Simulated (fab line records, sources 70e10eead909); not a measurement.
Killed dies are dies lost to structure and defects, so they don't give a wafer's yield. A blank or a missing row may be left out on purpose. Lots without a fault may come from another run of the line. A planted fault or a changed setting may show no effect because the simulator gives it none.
fab line records | flow nand_harc
record lots=24 wafers=72 last_day=25
route steps=1159 shown A_CHANNEL_HOLE_D1@477 A_CHANNEL_FILL_D1@513 A_STAIRCASE@560
lots that met no fault: from a run of the same line without faults
start_h: hours from the record's first day to the start of the lot's first wafer shown | wait_h: hours since the lot's step before | " the same as in the row above | L1.1+2: a row that stands for several wafers | - no value, or no start given | * or withheld: withheld | < > ~ a bound
route shown NAME@n: a module of which the file shows steps, and the number in the route of the first | usual: mean/standard deviation of fault-free wafers | same: alike in all rows | chamber/n: place in a boat | sites: the reading at each site | _std_site: their standard deviation | _edge_site: outer sites' mean less inner sites' | radius_mm: how far each site lies from the wafer's centre | mask NAME#n: copy n | behind: the tool/chamber that last shaped the wafer | hold: why the lot was held/for how many hours/how that ended | device: the transistor (n, p or np) that didn't switch | end of line: the same wafers' tests at the end of the route | a step without rows: its recipe alone | killed: dies lost to structure and defects at the first sort, not the wafer's yield | map: a wafer's dies, x killed, . not, _ none there
set.NAME: the setting as run; set.NAME@STEP: as run at that earlier step | model.NAME: the simulator's own value behind a step, which no gauge read
steps of the route over a sample of lots; a table a step, a row a wafer
services: from which hour (start_h, from the record's first day; less than 0 if before it) a tool's chamber was out of use, for how many hours, and why
## steps
# step NHARC_A_CHANNEL_HOLE_D1_ETCH_25
# recipe bias_v=5000 source_w=withheld pressure_mtorr=20 time_s=1040.2 ar_flow_sccm=375 c4f8_flow_sccm=93.8 o2_flow_sccm=31.2 temp_c=-20 target_depth_a=15000 chemistry=C4F8/O2/Ar
# usual drypump_motor_current_A=6.0/0.48 showerhead_plenum_p_Torr=3.80/0.073 throttle_valve_pct=32.236/0.0091
# columns lot.wafer tool chamber start_h wait_h drypump_motor_current_A rf_hours_counter_h showerhead_plenum_p_Torr throttle_valve_pct
L074.1 har_etch-02 0 173.65 0.6 5.8 104 3.87 32.235
L074.4 " 0 " " 5.8 - 3.87 32.234
L074.3 " 1 " " 6.1 - 3.87 32.234
L076.2 har_etch-01 0 189.33 0.6 6.6 186 3.68 32.212
L076.3 " 1 " " 5.2 - 3.82 32.232
L076.5 " 0 " " 6.6 - 3.68 32.249
L075.1 har_etch-02 0 190.45 0.7 5.8 111 3.86 32.251
L075.4 " 0 " " 5.8 - 3.86 32.234
L075.5 " 1 " " 6.1 - 3.86 32.229
L077.1 har_etch-02 0 201.53 0.6 5.8 117 3.86 32.237
L077.2 " 1 " " 6.1 117 3.86 32.228
L077.3 " 1 " " 6.1 - 3.86 32.246
L078.1 har_etch-01 1 201.67 0.6 5.2 193 3.82 32.220
L078.5 " 1 " " 5.2 - 3.82 32.246
L078.6 " 0 " " 6.6 - 3.68 32.248
L079.2 har_etch-02 0 208.91 0.6 5.8 120 3.86 32.243
L079.1 " 1 " " 6.2 120 3.86 32.237
L079.3 " 0 " " 5.8 - 3.86 32.246
L080.3 har_etch-02 1 221.99 0.7 6.2 - 3.86 32.242
L080.4 " 0 " " 5.8 - 3.86 32.221
L080.6 " 1 " " 6.1 - 3.86 32.255
L082.1 har_etch-02 0 226.59 0.6 5.8 130 3.85 32.243
L082.4 " 0 " " 5.8 - 3.85 32.221
L082.6 " 1 " " 6.2 - 3.85 32.235
L081.2 har_etch-01 0 227.07 0.7 6.6 201 3.67 32.228
L081.6 " 1 " " 5.2 - 3.81 32.229
L081.5 " 0 " " 6.6 - 3.67 32.217
L084.2 har_etch-02 1 239.84 0.6 6.2 135 3.85 32.221
L084.3 " 0 " " 5.8 - 3.85 32.226
L084.4 " 1 " " 6.2 - 3.85 32.215
L083.1 har_etch-01 0 241.10 0.6 6.6 207 3.67 32.253
L083.3 " 0 " " 6.7 - 3.67 32.243
L083.6 " 1 " " 5.2 - 3.81 32.222
L088.2 har_etch-02 1 255.96 0.6 6.1 141 3.85 32.228
L088.4 " 0 " " 5.8 - 3.85 32.244
L088.5 " 1 " " 6.1 - 3.85 32.231
L087.2 har_etch-01 0 256.15 0.6 6.6 212 3.67 32.247
L087.4 " 1 " " 5.2 - 3.81 32.214
L087.5 " 1 " " 5.2 - 3.81 32.235
L086.3 har_etch-02 1 260.44 0.7 6.1 - 3.85 32.237
L086.4 " 0 " " 5.8 - 3.85 32.231
L086.5 " 0 " " 5.8 - 3.85 32.227
L085.3 har_etch-01 0 263.94 0.7 6.7 - 3.66 32.232
L085.6 " 0 " " 6.6 - 3.66 32.250
L085.5 " 1 " " 5.2 - 3.80 32.228
L090.4 har_etch-02 0 273.45 0.7 5.8 - 3.84 32.227
L090.3 " 1 " " 6.1 - 3.84 32.251
L090.5 " 1 " " 6.1 - 3.84 32.238
L089.1 har_etch-01 1 273.92 0.6 5.2 224 3.80 32.238
L089.5 " 1 " " 5.2 - 3.80 32.237
L089.6 " 0 " " 6.6 - 3.66 32.246
L091.2 har_etch-02 1 280.11 0.6 6.2 155 3.84 32.235
L091.5 " 0 " " 5.8 - 3.84 32.239
L091.6 " 1 " " 6.2 - 3.84 32.246
L092.1 har_etch-01 0 280.62 0.7 6.7 228 3.66 32.232
L092.6 " 1 " " 5.2 - 3.80 32.231
L092.5 " 0 " " 6.6 - 3.66 32.232
L093.2 har_etch-02 0 285.81 0.7 5.8 159 3.84 32.243
L093.3 " 1 " " 6.1 - 3.84 32.237
L093.6 " 1 " " 6.1 - 3.84 32.234
L094.1 har_etch-01 1 286.68 0.7 5.2 232 3.80 32.238
L094.4 " 1 " " 5.2 - 3.80 32.251
L094.6 " 0 " " 6.6 - 3.66 32.225
L095.3 har_etch-01 0 304.01 0.7 6.7 - 3.65 32.247
L095.5 " 0 " " 6.7 - 3.65 32.244
L095.6 " 1 " " 5.3 - 3.79 32.236
L096.2 har_etch-02 0 304.97 0.6 5.8 166 3.83 32.242
L096.1 " 1 " " 6.1 166 3.83 32.237
L096.4 " 0 " " 5.8 - 3.83 32.249
L097.2 har_etch-02 1 321.21 0.6 6.1 175 3.83 32.233
L097.3 " 1 " " 6.1 - 3.83 32.233
L097.4 " 0 " " 5.8 - 3.83 32.224
# step NHARC_A_CHANNEL_HOLE_D1_CD_MEAS_30
# usual cd_nm=90.1/1.1
# columns lot.wafer tool chamber start_h wait_h cd_nm
L074.1 cd_sem-01 - 176.26 - 88.4
L074.3 " - " " 89.1
L074.4 " - " " 88.2
L076.2 cd_sem-01 - 191.94 - 91.2
L076.3 " - " " 90.6
L076.5 " - " " 91.2
L075.1 cd_sem-01 - 192.96 0.1 89.0
L075.4 " - " " 89.3
L075.5 " - " " 88.5
L077.1 cd_sem-02 - 204.18 0.1 89.4
L077.2 " - " " 89.8
L077.3 " - " " 90.0
L078.1 cd_sem-02 - 204.28 - 91.8
L078.5 " - " " 92.5
L078.6 " - " " 90.4
L079.1 cd_sem-01 - 211.56 0.1 90.9
L079.2 " - " " 90.3
L079.3 " - " " 91.9
L080.3 cd_sem-02 - 224.65 - 88.8
L080.4 " - " " 90.3
L080.6 " - " " 90.1
L082.1 cd_sem-03 - 229.28 0.1 91.1
L082.4 " - " " 90.8
L082.6 " - " " 90.8
L081.2 cd_sem-02 - 229.55 - 89.7
L081.5 " - " " 90.7
L081.6 " - " " 91.2
L084.2 cd_sem-01 - 242.30 - 89.8
L084.3 " - " " 88.7
L084.4 " - " " 90.8
L083.1 cd_sem-03 - 243.73 - 91.5
L083.3 " - " " 91.6
L083.6 " - " " 89.2
L088.2 cd_sem-01 - 258.60 - 88.8
L088.4 " - " " 90.2
L088.5 " - " " 88.7
L087.2 cd_sem-01 - 259.09 - 88.3
L087.4 " - " " 90.5
L087.5 " - " " 89.2
L086.3 cd_sem-03 - 262.77 - 91.9
L086.4 " - " " 92.2
L086.5 " - " " 91.7
L085.3 cd_sem-01 - 266.28 - 89.5
L085.5 " - " " 91.2
L085.6 " - " " 91.0
L090.3 cd_sem-03 - 275.78 - 90.9
L090.4 " - " " 89.3
L090.5 " - " " 90.6
L089.1 cd_sem-01 - 276.56 - 90.3
L089.5 " - " " 91.3
L089.6 " - " " 91.2
L091.2 cd_sem-01 - 282.60 - 90.5
L091.5 " - " " 89.2
L091.6 " - " " 92.2
L092.1 cd_sem-01 - 283.09 - 89.7
L092.5 " - " " 89.9
L092.6 " - " " 89.3
L093.2 cd_sem-03 - 288.28 - 88.7
L093.3 " - " " 90.0
L093.6 " - " " 91.5
L094.1 cd_sem-02 - 289.15 - 90.2
L094.4 " - " " 88.9
L094.6 " - " " 90.5
L095.3 cd_sem-01 - 306.34 - 91.2
L095.5 " - " " 90.6
L095.6 " - " " 91.9
L096.1 cd_sem-01 - 307.59 - 90.0
L096.2 " - " " 89.5
L096.4 " - " " 90.2
L097.2 cd_sem-03 - 323.85 - 89.6
L097.3 " - " " 88.3
L097.4 " - " " 89.7
# step NHARC_A_CHANNEL_FILL_D1_CMP_10
# recipe target_thk_nm=150
# usual edge_zone_pressure_frac=1.000/0.0051 motor_current_A=12.2/1.6 time_to_endpoint_s=15.1/2.5
# columns lot.wafer tool chamber start_h wait_h edge_zone_pressure_frac motor_current_A time_to_endpoint_s
L074.4 cmp-01 1 223.60 0.4 0.997 11.0 14.1
L074.1 " 2 " " 1.004 11.0 15.8
L074.3 " 0 " " 1.019 11.6 14.5
L075.1 cmp-02 0 241.71 0.4 0.994 11.1 14.1
L075.4 " 1 " " 1.004 13.8 15.4
L075.5 " 0 " " 1.003 10.7 12.9
L076.2 cmp-01 2 241.73 0.4 0.994 10.7 18.0
L076.3 " 3 " " 0.998 13.0 19.2
L076.5 " 0 " " 0.996 11.3 20.1
L078.1 cmp-03 3 252.25 0.4 1.006 11.1 15.3
L078.6 " 3 " " 0.999 11.1 16.2
L078.5 " 0 " " 1.000 12.0 12.1
L077.2 cmp-02 2 252.40 0.5 1.004 12.5 16.7
L077.1 " 0 " " 1.000 11.4 17.6
L077.3 " 1 " " 0.994 13.2 15.9
L079.1 cmp-03 2 261.99 0.4 1.000 10.9 13.4
L079.2 " 3 " " 0.995 11.6 14.7
L079.3 " 0 " " 0.996 11.4 10.0
L080.4 cmp-02 2 275.20 0.4 0.993 11.5 15.1
L080.3 " 0 " " 0.992 10.8 15.2
L080.6 " 1 " " 1.003 13.6 14.7
L082.1 cmp-03 1 275.20 0.4 1.002 12.2 16.8
L082.4 " 2 " " 0.995 11.1 13.5
L082.6 " 0 " " 1.014 12.6 14.8
L081.2 cmp-01 2 275.25 0.4 1.005 10.5 13.3
L081.5 " 3 " " 1.004 13.0 16.6
L081.6 " 0 " " 1.003 10.9 15.9
L084.4 cmp-01 3 290.79 0.4 1.004 13.8 17.3
L084.2 " 0 " " 1.004 11.6 15.6
L084.3 " 2 " " 1.005 10.9 16.7
L083.3 cmp-02 2 290.91 0.5 0.996 12.0 13.9
L083.1 " 3 " " 0.995 16.5 19.3
L083.6 " 2 " " 0.994 12.1 13.6
L087.4 cmp-01 0 307.97 0.4 1.003 11.4 13.8
L087.2 " 1 " " 0.996 11.1 16.2
L087.5 " 0 " " 0.999 11.2 15.7
L086.4 cmp-02 3 307.97 0.4 0.996 16.9 20.8
L086.3 " 2 " " 0.997 11.6 16.4
L086.5 " 0 " " 1.005 11.3 17.0
L088.2 cmp-03 3 307.99 0.4 0.995 10.8 13.8
L088.4 " 0 " " 0.994 12.3 9.7
L088.5 " 2 " " 0.998 11.2 12.9
L085.3 cmp-03 3 316.55 0.4 1.008 11.6 15.4
L085.6 " 2 " " 1.003 11.6 11.9
L085.5 " 3 " " 1.007 11.6 16.7
L090.3 cmp-01 3 326.46 0.4 0.998 14.1 15.3
L090.4 " 0 " " 1.011 11.3 14.1
L090.5 " 3 " " 0.998 12.9 14.3
L089.1 cmp-03 0 326.46 0.4 1.006 12.0 12.3
L089.5 " 3 " " 0.996 11.6 16.7
L089.6 " 0 " " 0.996 11.8 12.1
L091.2 cmp-01 1 333.06 0.4 0.995 11.9 12.1
L091.5 " 0 " " 0.998 11.7 12.0
L091.6 " 1 " " 0.997 11.1 13.2
L092.1 cmp-03 0 333.17 0.5 1.003 11.6 13.2
L092.6 " 0 " " 1.007 11.9 10.9
L092.5 " 1 " " 0.996 11.6 11.7
L093.2 cmp-03 1 340.33 0.4 0.996 11.7 13.3
L093.3 " 0 " " 1.004 12.8 8.8
L093.6 " 2 " " 0.986 11.3 9.6
L094.4 cmp-02 1 340.35 0.4 0.994 13.3 15.5
L094.1 " 2 " " 0.994 11.9 15.9
L094.6 " 1 " " 0.994 13.6 14.8
L095.3 cmp-02 3 353.76 0.4 1.006 16.9 16.3
L095.5 " 2 " " 1.003 11.6 13.1
L095.6 " 3 " " 1.004 16.4 18.7
L096.2 cmp-01 2 353.78 0.4 1.002 10.7 12.8
L096.1 " 3 " " 1.000 13.6 14.7
L096.4 " 0 " " 1.009 11.7 13.1
L097.3 cmp-02 0 373.42 0.4 0.995 11.6 16.7
L097.4 " 1 " " 0.993 13.5 15.6
L097.2 " 3 " " 1.005 15.8 21.2
# step NHARC_A_CHANNEL_FILL_D1_INSPECT_13
# usual raw_defect_count=313/150
# columns lot.wafer tool chamber start_h wait_h raw_defect_count
L074.1 defect_inspect-02 - 224.22 0.2 173
L074.3 " - " " 481
L074.4 " - " " 202
L075.1 defect_inspect-02 - 242.30 0.2 358
L075.4 " - " " 675
L075.5 " - " " 351
L076.2 defect_inspect-01 - 242.30 0.1 317
L076.3 " - " " 294
L076.5 " - " " 176
L078.1 defect_inspect-01 - 252.87 0.2 122
L078.5 " - " " 139
L078.6 " - " " 121
L077.1 defect_inspect-01 - 253.31 0.2 116
L077.2 " - " " 119
L077.3 " - " " 195
L079.1 defect_inspect-01 - 262.60 0.2 202
L079.2 " - " " 584
L079.3 " - " " 364
L082.1 defect_inspect-01 - 275.79 0.2 721
L082.4 " - " " 555
L082.6 " - " " 184
L080.3 defect_inspect-02 - 275.79 0.1 176
L080.4 " - " " 196
L080.6 " - " " 200
L081.2 defect_inspect-01 - 275.96 0.1 250
L081.5 " - " " 486
L081.6 " - " " 218
L084.2 defect_inspect-01 - 291.55 0.1 543
L084.3 " - " " 329
L084.4 " - " " 323
L083.1 defect_inspect-02 - 291.73 0.2 144
L083.3 " - " " 166
L083.6 " - " " 188
L087.2 defect_inspect-01 - 308.78 0.1 224
L087.4 " - " " 270
L087.5 " - " " 297
L086.3 defect_inspect-01 - 308.96 0.1 207
L086.4 " - " " 222
L086.5 " - " " 224
L088.2 defect_inspect-01 - 309.13 0.1 487
L088.4 " - " " 405
L088.5 " - " " 236
L085.3 defect_inspect-02 - 317.15 0.1 273
L085.5 " - " " 396
L085.6 " - " " 210
L090.3 defect_inspect-02 - 327.06 0.1 313
L090.4 " - " " 328
L090.5 " - " " 232
L089.1 defect_inspect-01 - 327.07 0.2 677
L089.5 " - " " 693
L089.6 " - " " 384
L091.2 defect_inspect-01 - 333.65 0.1 229
L091.5 " - " " 226
L091.6 " - " " 397
L092.1 defect_inspect-02 - 333.82 0.2 192
L092.5 " - " " 236
L092.6 " - " " 286
L094.1 defect_inspect-02 - 340.94 0.2 380
L094.4 " - " " 233
L094.6 " - " " 450
L093.2 defect_inspect-01 - 340.96 0.1 343
L093.3 " - " " 306
L093.6 " - " " 271
L095.3 defect_inspect-02 - 354.35 0.1 319
L095.5 " - " " 293
L095.6 " - " " 570
L096.1 defect_inspect-01 - 354.42 0.2 293
L096.2 " - " " 181
L096.4 " - " " 244
L097.2 defect_inspect-01 - 374.05 0.1 477
L097.3 " - " " 902
L097.4 " - " " 353
# step NHARC_A_STAIRCASE_ETCH_23
# recipe target_depth_a=1000 time_s=40.5 ion_energy_ev=400 c4f8_flow_sccm=20 o2_flow_sccm=10 ar_flow_sccm=withheld rf_w=600 bias_w=1000 chemistry=C4F8/O2
# usual oes_product_au=0.943/0.013 rf_vpp_V=895/5.6
# columns lot.wafer tool chamber start_h wait_h oes_product_au rf_hours_counter_h rf_vpp_V
L074.1 rie_diel-13 2 - - 0.940 45 895
L074.4 " 3 " " 0.933 46 906
L074.3 " 1 " " 0.952 44 896
L075.1 rie_diel-02 3 - - 0.955 34 900
L075.4 " 2 " " 0.943 31 897
L075.5 " 3 " " 0.957 - 901
L076.3 rie_diel-13 2 - - 0.938 52 896
L076.2 " 3 " " 0.935 53 906
L076.5 " 0 " " 0.938 - 890
L077.3 rie_diel-13 3 - - 0.951 57 906
L077.2 " 0 " " 0.966 57 889
L077.1 " 2 " " 0.960 54 894
L078.1 rie_diel-02 2 - - 0.926 36 896
L078.5 " 1 " " 0.918 - 893
L078.6 " 2 " " 0.927 - 894
L079.1 rie_diel-04 3 - - 0.939 53 892
L079.2 " 0 " " 0.950 52 887
L079.3 " 1 " " 0.971 52 896
L082.4 rie_diel-04 2 - - 0.927 59 886
L082.1 " 1 " " 0.944 58 897
L082.6 " 3 " " 0.938 - 889
L080.3 rie_diel-04 2 - - 0.934 59 886
L080.4 " 3 " " 0.936 58 891
L080.6 " 0 " " 0.943 - 888
L081.2 rie_diel-02 3 - - 0.939 47 901
L081.6 " 3 " " 0.937 - 901
L081.5 " 0 " " 0.920 - 895
L084.3 rie_diel-13 1 - - 0.950 5 894
L084.4 " 2 " " 0.939 5 893
L084.2 " 3 " " 0.940 4 905
L083.1 rie_diel-02 2 - - 0.956 51 896
L083.3 " 3 " " 0.967 53 898
L083.6 " 2 " " 0.947 - 895
L087.4 rie_diel-04 2 - - 0.946 4 906
L087.2 " 0 " " 0.917 5 889
L087.5 " 2 " " 0.935 - 907
L086.3 rie_diel-02 2 - - 0.939 57 896
L086.4 " 0 " " 0.935 57 894
L086.5 " 2 " " 0.935 - 895
L088.4 rie_diel-02 3 - - 0.947 58 899
L088.2 " 0 " " 0.951 57 894
L088.5 " 2 " " 0.943 - 895
L085.3 rie_diel-13 0 - - 0.940 13 889
L085.5 " 3 " " 0.928 - 907
L085.6 " 0 " " 0.941 - 889
L090.3 rie_diel-13 3 - - 0.937 17 904
L090.4 " 0 " " 0.961 16 890
L090.5 " 0 " " 0.964 - 889
L089.1 rie_diel-04 1 - - 0.959 12 896
L089.6 " 1 " " 0.955 - 897
L089.5 " 3 " " 0.930 - 889
L091.2 rie_diel-04 3 - - 0.948 18 890
L091.5 " 0 " " 0.944 - 888
L091.6 " 1 " " 0.977 - 895
L092.1 rie_diel-02 2 - - 0.938 1 895
L092.6 " 1 " " 0.923 - 891
L092.5 " 2 " " 0.953 - 896
L094.4 rie_diel-13 0 - - 0.934 22 889
L094.1 " 1 " " 0.939 24 895
L094.6 " 3 " " 0.933 - 904
L093.2 rie_diel-02 2 - - 0.954 3 896
L093.3 " 3 " " 0.954 3 899
L093.6 " 0 " " 0.928 - 894
L095.3 rie_diel-04 3 - - 0.947 26 889
L095.5 " 3 " " 0.931 - 890
L095.6 " 0 " " 0.938 - 887
L096.4 rie_diel-04 2 - - 0.950 22 905
L096.2 " 0 " " 0.936 26 888
L096.1 " 1 " " 0.967 26 896
L097.3 rie_diel-04 0 - - 0.944 32 887
L097.2 " 1 " " 0.967 32 896
L097.4 " 0 " " 0.949 - 887
# step NHARC_A_STAIRCASE_ETCH_197
# recipe target_depth_a=1000 time_s=40.5 ion_energy_ev=400 c4f8_flow_sccm=20 o2_flow_sccm=10 ar_flow_sccm=withheld rf_w=600 bias_w=1000 chemistry=C4F8/O2
# usual oes_product_au=0.951/0.018 rf_vpp_V=895/5.4
# columns lot.wafer tool chamber start_h wait_h oes_product_au rf_hours_counter_h rf_vpp_V
L074.1 rie_diel-02 0 - - 0.923 27 897
L074.3 " 1 " " 0.911 25 891
L074.4 " 3 " " 0.943 30 901
L075.4 rie_diel-04 3 - - 0.941 48 891
L075.1 " 0 " " 0.938 46 887
L075.5 " 0 " " 0.937 - 889
L076.2 rie_diel-02 3 - - 0.970 37 900
L076.3 " 0 " " 0.951 33 896
L076.5 " 0 " " 0.941 - 893
L077.1 rie_diel-02 1 - - 0.914 34 894
L077.3 " 2 " " 0.948 37 895
L077.2 " 0 " " 0.943 36 894
L078.1 rie_diel-13 2 - - 0.985 55 894
L078.6 " 3 " " 0.961 - 905
L078.5 " 0 " " 0.963 - 890
L079.3 rie_diel-02 1 - - 0.949 36 893
L079.1 " 2 " " 0.981 39 896
L079.2 " 3 " " 0.994 41 900
L082.1 rie_diel-04 1 - - 0.998 59 896
L082.4 " 0 " " 0.960 57 888
L082.6 " 2 " " 0.981 - 887
L080.4 rie_diel-04 3 - - 0.962 59 891
L080.3 " 2 " " 0.946 61 887
L080.6 " 3 " " 0.959 - 890
L081.2 rie_diel-02 0 - - 0.946 46 894
L081.5 " 0 " " 0.946 - 893
L081.6 " 1 " " 0.942 - 891
L084.3 rie_diel-04 2 - - 0.944 0 905
L084.4 " 3 " " 0.944 1 890
L084.2 " 0 " " 0.942 1 888
L083.3 rie_diel-02 1 - - 0.925 51 894
L083.1 " 2 " " 0.966 52 895
L083.6 " 2 " " 0.968 - 896
L087.4 rie_diel-04 2 - - 0.945 5 906
L087.2 " 0 " " 0.940 6 887
L087.5 " 3 " " 0.956 - 890
L086.4 rie_diel-13 2 - - 0.940 12 892
L086.3 " 3 " " 0.958 10 904
L086.5 " 0 " " 0.962 - 888
L088.2 rie_diel-02 0 - - 0.957 58 895
L088.4 " 2 " " 0.946 59 895
L088.5 " 1 " " 0.938 - 892
L085.3 rie_diel-02 1 - - 0.960 61 893
L085.5 " 1 " " 0.953 - 892
L085.6 " 2 " " 0.964 - 896
L090.4 rie_diel-13 3 - - 0.920 19 902
L090.3 " 1 " " 0.938 20 894
L090.5 " 3 " " 0.929 - 905
L089.1 rie_diel-04 0 - - 0.929 17 886
L089.5 " 1 " " 0.950 - 896
L089.6 " 2 " " 0.950 - 905
L091.2 rie_diel-13 1 - - 0.943 23 894
L091.5 " 2 " " 0.954 - 894
L091.6 " 3 " " 0.927 - 904
L092.1 rie_diel-04 0 - - 0.945 19 888
L092.5 " 3 " " 0.949 - 891
L092.6 " 0 " " 0.938 - 888
L094.1 rie_diel-02 1 - - 0.948 6 891
L094.4 " 0 " " 0.958 5 893
L094.6 " 2 " " 0.983 - 893
L093.2 rie_diel-04 0 - - 0.945 22 887
L093.3 " 2 " " 0.950 17 906
L093.6 " 3 " " 0.954 - 890
L095.3 rie_diel-02 2 - - 0.946 10 895
L095.6 " 1 " " 0.929 - 891
L095.5 " 2 " " 0.930 - 895
L096.4 rie_diel-13 0 - - 0.944 29 890
L096.1 " 1 " " 0.938 33 896
L096.2 " 2 " " 0.946 32 893
L097.2 rie_diel-04 0 - - 0.939 34 888
L097.3 " 1 " " 0.968 35 894
L097.4 " 1 " " 0.965 - 896
## services
# columns tool chamber start_h hours kind
rie_diel-02 - 150.91 9.0 pm
cmp-03 - 156.00 4.0 pm
cmp-01 - 169.17 1.0 repair
har_etch-01 - 170.74 3.5 repair
cmp-02 - 174.05 0.3 repair
cmp-03 - 177.76 0.9 repair
cmp-01 - 181.72 4.0 pm
cmp-02 - 197.48 1.5 repair
rie_diel-13 1 201.55 12.4 repair
cmp-03 - 210.26 1.8 repair
cmp-01 - 211.94 1.6 repair
cmp-02 - 211.97 0.4 repair
rie_diel-13 0 213.81 5.5 repair
cmp-02 - 226.50 4.0 pm
cmp-01 - 251.44 2.1 repair
cmp-03 - 254.11 4.0 pm
cmp-02 - 257.86 0.4 repair
cmp-03 - 265.12 0.4 repair
rie_diel-13 - 276.00 9.0 pm
cmp-01 - 276.99 3.0 repair
har_etch-01 - 290.34 5.0 repair
har_etch-01 - 305.00 17.0 pm
rie_diel-04 2 328.79 7.2 repair
rie_diel-04 3 365.31 26.3 repair
## key
fault none
